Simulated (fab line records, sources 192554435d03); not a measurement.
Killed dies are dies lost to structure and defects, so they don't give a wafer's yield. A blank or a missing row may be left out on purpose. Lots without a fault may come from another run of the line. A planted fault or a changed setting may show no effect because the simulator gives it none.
Chamber matching | flow n5_finfet | N5_BEOL_M1_CO_CAP_55 on cvd_co-01: 3 sister chambers
The step material Co, precursor CCTBA/H2, target thk 2 nm, time 102.1 s. 6 wafers are shown with their chamber, then 7 later ones without.

WAFERS WITH THEIR CHAMBER
wafer  | chamber | heater_power_w (W)
L084.1 | 0       | 223
L085.4 | 1       | 191
L085.5 | 0       | 217
L085.6 | 2       | 230
L093.1 | 2       | 226
L093.2 | 1       | 191

WAFERS WITHOUT THEIR CHAMBER
wafer  | heater_power_w (W)
L093.4 | 230
L097.2 | 217
L097.3 | 232
L097.5 | 228
L096.1 | 229
L096.2 | 223
L096.4 | 233

WHICH CHAMBER EACH WENT THROUGH
wafer  | from the rows above     | in truth
L093.4 | 2                       | 2
L097.2 | 0                       | 0
L097.3 | 2                       | 2
L097.5 | 2                       | 2
L096.1 | 2                       | 2
L096.2 | can't be placed: 0 or 2 | 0
L096.4 | 2                       | 2
Placed correctly: 6 of 7. Can't be placed from these rows: 1 (the true chamber is among the candidates in 1). Placed wrongly: 0.
How it was worked out, from the rows above alone: a wafer's distance from a chamber is the root of the sum, over the readings, of the square of ((its reading less the chamber's mean) divided by the reading's scatter). The wafer belongs to the nearest chamber; if the next one is less than 2 further off, it can't be placed. A chamber's mean is the mean of its shown wafers. The scatter: the root of (the sum of the squares of (reading less its chamber's mean) over the shown wafers, divided by (wafers less chambers)).
